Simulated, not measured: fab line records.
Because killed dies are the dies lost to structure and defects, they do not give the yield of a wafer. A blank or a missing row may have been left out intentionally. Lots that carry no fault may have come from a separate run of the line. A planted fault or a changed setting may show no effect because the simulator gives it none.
The tool behind it: which one? | flow nandHarc | Sampling: 14 lots, 39 wafers, 5 of 1159 route steps

## WHAT EACH GAUGE READ, for each wafer
NHARC_A_M1_INSPECT_27. Usual: rawDefectCount at 468, with a standard deviation of 130.
lot  | measured     | on               | rawDefectCount | flag
L218 | day 18 06:56 | defectInspect-01 | 483 440 374    | 
L217 | day 18 07:02 | defectInspect-02 | 291 401 374    | 
L216 | day 18 10:32 | defectInspect-01 | 508 444 519    | 
L220 | day 19 15:43 | defectInspect-01 | 354            | 
L223 | day 19 18:07 | defectInspect-02 | 533 485 702    | 
L227 | day 20 22:07 | defectInspect-02 | 458 461        | 
L232 | day 22 10:25 | defectInspect-01 | 367 513 431    | 
L234 | day 22 18:31 | defectInspect-01 | 485 418 385    | 
L236 | day 22 17:07 | defectInspect-01 | 773 499 448    | 
L237 | day 22 21:48 | defectInspect-02 | 700 708 581    | 
L235 | day 22 16:12 | defectInspect-01 | 499 337 447    | 
L238 | day 23 14:28 | defectInspect-01 | 974 477 602    | 
L239 | day 23 20:12 | defectInspect-01 | 531 436 527    | 

NHARC_A_BONDPAD_INSPECT_23. Usual: rawDefectCount at 475, with a standard deviation of 110.
lot  | measured     | on               | rawDefectCount | flag
L218 | day 18 12:06 | defectInspect-02 | 428 589 619    | 
L217 | day 18 12:26 | defectInspect-01 | 713 657 349    | 
L216 | day 18 15:19 | defectInspect-01 | 552 544 553    | 
L220 | day 19 20:17 | defectInspect-01 | 413            | 
L223 | day 19 23:11 | defectInspect-02 | 527 383 598    | 
L227 | day 21 03:29 | defectInspect-02 | 402 446        | 
L232 | day 22 15:14 | defectInspect-02 | 278 408 385    | 
L234 | day 22 23:17 | defectInspect-02 | 415 360 515    | 
L236 | day 22 22:02 | defectInspect-02 | 471 655 481    | 
L237 | day 23 02:30 | defectInspect-02 | 551 290 277    | 
L235 | day 22 21:33 | defectInspect-02 | 500 451 675    | 
L238 | day 23 19:04 | defectInspect-01 | 324 376 428    | 
L239 | day 24 01:02 | defectInspect-02 | 317 594 461    | 

NHARC_END_SORT_01. Usual: killedAtArray 28, standard deviation 11; killedAtOther 0.5, standard deviation 0.85; killedAtPeriphery 2.7, standard deviation 1.9; killedDies 32, standard deviation 12; killedOpen 3.3, standard deviation 1.6; killedShort 2.1, standard deviation 1.5.
lot  | measured     | on        | killedAtArray | killedAtOther | killedAtPeriphery | killedDies | killedOpen | killedShort | flag
L220 | day 21 09:56 | prober-01 | 24 669        | 0 0           | 4 5               | 28 674     | 1 2        | 1 1         | OFF
L226 | day 22 11:19 | prober-01 | 671 675       | 1 1           | 1 1               | 673 677    | 4 2        | 1 0         | OFF

## WHAT TOOL EACH LOT RAN ON (gives the tool, then ch and the chambers of the sampled wafers, and finally the start)
lot  | NHARC_A_SGD_CUT_DEP_00          | NHARC_A_BONDPAD_CMP_29
L218 | pecvd-04 ch 0,1, day 13 23:14   | cmp-01 ch 1,2, day 18 08:14
L217 | pecvd-04 ch 0,1,2, day 13 23:39 | cmp-04 ch 0,3, day 18 08:23
L216 | pecvd-01 ch 0,1,2, day 14 04:59 | cmp-01 ch 0,1,2, day 18 11:38
L220 | pecvd-01 ch 0,2, day 15 01:26   | cmp-04 ch 0, day 19 16:51
L223 | pecvd-02 ch 0,2, day 15 12:56   | cmp-04 ch 0,1,3, day 19 19:17
L226 | pecvd-01 ch 0,1, day 16 02:48   | -
L227 | pecvd-01 ch 0,2, day 16 23:01   | cmp-01 ch 1,3, day 20 23:53
L232 | pecvd-04 ch 0,2, day 17 20:04   | cmp-01 ch 0,1,3, day 22 11:35
L234 | pecvd-04 ch 0,1,2, day 18 12:44 | cmp-04 ch 0,2,3, day 22 19:40
L236 | pecvd-02 ch 0,2, day 18 12:50   | cmp-04 ch 0,1,2, day 22 18:19
L237 | pecvd-04 ch 0,2, day 18 13:05   | cmp-03 ch 0,1,3, day 22 22:57
L235 | pecvd-02 ch 0,2, day 18 14:13   | cmp-01 ch 0,1, day 22 17:52
L238 | pecvd-04 ch 0,1, day 19 10:55   | cmp-01 ch 0,2,3, day 23 15:37
L239 | pecvd-01 ch 0,1,2, day 19 21:55 | cmp-01 ch 0,2,3, day 23 21:19
- NHARC_A_SGD_CUT_DEP_00: deposits SiNx, target thk 50 nm.
- NHARC_A_BONDPAD_CMP_29: polishes SiCN, target thk 200 nm.

## AS READ BY THE TOOLS THEMSELVES (means over the sampled wafers that have a number; for cases with no such wafer, the mark the record gives instead)
NHARC_A_SGD_CUT_DEP_00. Usual: heaterPowerW 730 W, standard deviation 86; susceptorTempC 399.96 C, standard deviation 0.19.
lot  | tool     | heaterPowerW (W) | susceptorTempC (C) | flag
L218 | pecvd-04 | 654              | 399.81             | 
L217 | pecvd-04 | 692              | 400.14             | 
L216 | pecvd-01 | 764              | 399.88             | 
L220 | pecvd-01 | 791              | 399.89             | 
L223 | pecvd-02 | 628              | 399.96             | 
L226 | pecvd-01 | 734              | 399.88             | 
L227 | pecvd-01 | 806              | 400.12             | 
L232 | pecvd-04 | 747              | 399.87             | 
L234 | pecvd-04 | 749              | 399.97             | 
L236 | pecvd-02 | 706              | 399.87             | 
L237 | pecvd-04 | 795              | 399.76             | 
L235 | pecvd-02 | 698              | 399.93             | 
L238 | pecvd-04 | 712              | 400.03             | 
L239 | pecvd-01 | 751              | 400.00             | 

NHARC_A_BONDPAD_CMP_29. Usual: motorCurrentA at 11.9 A, with a standard deviation of 0.81.
lot  | tool   | motorCurrentA (A) | flag
L218 | cmp-01 | 12.6              | 
L217 | cmp-04 | 11.3              | 
L216 | cmp-01 | 12.3              | 
L220 | cmp-04 | 11.3              | 
L223 | cmp-04 | 11.8              | 
L227 | cmp-01 | 13.4              | 
L232 | cmp-01 | 12.0              | 
L234 | cmp-04 | 11.9              | 
L236 | cmp-04 | 11.3              | 
L237 | cmp-03 | 12.4              | 
L235 | cmp-01 | 12.8              | 
L238 | cmp-01 | 11.7              | 
L239 | cmp-01 | 11.5              | 

## THE ANSWER, worked out from the rows above alone
Rule: take the mean of a lot's wafers that have a number; if it is more than 3 standard deviations from the usual mean, the lot is off. A lot without any number at a reading at which 4 lots or more have one is off too. All remaining lots with rows at the step are treated as sound. First the gauges in route order, then the tools' own readings, where a lot's mean is used as printed above. The first step at which some lot is off is used, and at that step the reading that is off furthest; a lot without a number counts as furthest.
Off, at NHARC_END_SORT_01 on killedAtArray: L220, L226. Neither off nor sound, because the step has no rows for them: L218, L217, L216, L223, L227, L232, L234, L236, L237, L235, L238, L239.
A tool fits if, at a process step before that reading, it ran every lot that is off, and no sound lot after the first of them. Those tools and the gauges at NHARC_END_SORT_01 are tried in the same way. 2 tools fit, pecvd-01 at NHARC_A_SGD_CUT_DEP_00 and prober-01 at NHARC_END_SORT_01, so this cannot tell which one it is.

## WHAT WAS PUT IN BY THE SIMULATOR
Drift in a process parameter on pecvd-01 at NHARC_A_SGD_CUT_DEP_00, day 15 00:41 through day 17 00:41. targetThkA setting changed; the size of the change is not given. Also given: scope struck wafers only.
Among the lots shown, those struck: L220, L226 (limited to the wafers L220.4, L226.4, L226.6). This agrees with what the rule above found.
